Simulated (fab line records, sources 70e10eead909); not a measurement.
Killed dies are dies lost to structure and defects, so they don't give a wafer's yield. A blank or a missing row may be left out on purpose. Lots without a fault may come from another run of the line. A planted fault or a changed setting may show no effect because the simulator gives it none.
Which tool did it? | flow nand_harc | 6 lots, 18 wafers sampled, at 4 steps of a route of 1159

WHAT THE GAUGES READ, wafer by wafer
NHARC_A_CHANNEL_HOLE_D1_INSPECT_40.
lot  | measured     | on                | raw_defect_count
L447 | day 8 12:01  | defect_inspect-01 | 33 45 48
L449 | day 9 12:08  | defect_inspect-02 | 65 67 73
L453 | day 10 07:30 | defect_inspect-02 | 549 570 573 565 579 571
L463 | day 12 22:40 | defect_inspect-02 | 77 64 73
L467 | day 13 06:56 | defect_inspect-01 | 73 63 92
L470 | day 14 11:34 | defect_inspect-01 | 63 67 64

WHICH TOOL RAN EACH LOT (tool, then ch and the chambers of the sampled wafers, then the start)
lot  | NHARC_A_CHANNEL_HOLE_D1_ETCH_23  | NHARC_A_CHANNEL_HOLE_D1_ETCH_24  | NHARC_A_CHANNEL_HOLE_D1_ETCH_25
L447 | har_etch-02 ch 0,1, day 8 07:43  | har_etch-02 ch 0,1, day 8 08:25  | har_etch-02 ch 0,1, day 8 09:11
L449 | har_etch-01 ch 0,1, day 9 07:52  | har_etch-01 ch 0,1, day 9 08:34  | har_etch-01 ch 0,1, day 9 09:20
L453 | har_etch-02 ch 0,1, day 10 03:20 | har_etch-02 ch 0,1, day 10 04:02 | har_etch-02 ch 0,1, day 10 04:50
L463 | har_etch-01 ch 0,1, day 12 18:21 | har_etch-01 ch 0,1, day 12 19:03 | har_etch-01 ch 0,1, day 12 19:49
L467 | har_etch-01 ch 0,1, day 13 02:40 | har_etch-01 ch 0,1, day 13 03:22 | har_etch-01 ch 0,1, day 13 04:08
L470 | har_etch-02 ch 0,1, day 14 07:26 | har_etch-02 ch 0,1, day 14 08:08 | har_etch-02 ch 0,1, day 14 08:55
- NHARC_A_CHANNEL_HOLE_D1_ETCH_23: etches the open film in C4F8/O2/Ar, time 819 s, target depth 1600 nm.
- NHARC_A_CHANNEL_HOLE_D1_ETCH_24: etches the open film in C4F8/O2/Ar, time 906.2 s, target depth 1500 nm.
- NHARC_A_CHANNEL_HOLE_D1_ETCH_25: etches the open film in C4F8/O2/Ar, time 1040.2 s, target depth 1500 nm.

THE ANSWER, worked out from the rows above alone
Rule: what is usual is taken from the lots themselves. Put in order of their means at a reading, lots are off if they are a third of the lots or fewer, leave a main group of 4 or more, and stand apart from it by a gap of 3 or more times the standard deviation of the main group's means; of several such gaps the widest counts. A main group whose means are all the same, to the digits that the tables above print for the reading, isn't used. A lot without any number at a reading at which 4 lots or more have one is off too. The other lots that the step has rows for count as sound.
Off: L453, at NHARC_A_CHANNEL_HOLE_D1_INSPECT_40 (raw_defect_count). The main group: mean 64, standard deviation 12.
A tool fits if, at a process step before that reading, it ran every lot that is off, and no sound lot after the first of them. The gauges at NHARC_A_CHANNEL_HOLE_D1_INSPECT_40 are tried like those tools. None of those tried fits.

WHAT THE SIMULATOR HAD PUT IN
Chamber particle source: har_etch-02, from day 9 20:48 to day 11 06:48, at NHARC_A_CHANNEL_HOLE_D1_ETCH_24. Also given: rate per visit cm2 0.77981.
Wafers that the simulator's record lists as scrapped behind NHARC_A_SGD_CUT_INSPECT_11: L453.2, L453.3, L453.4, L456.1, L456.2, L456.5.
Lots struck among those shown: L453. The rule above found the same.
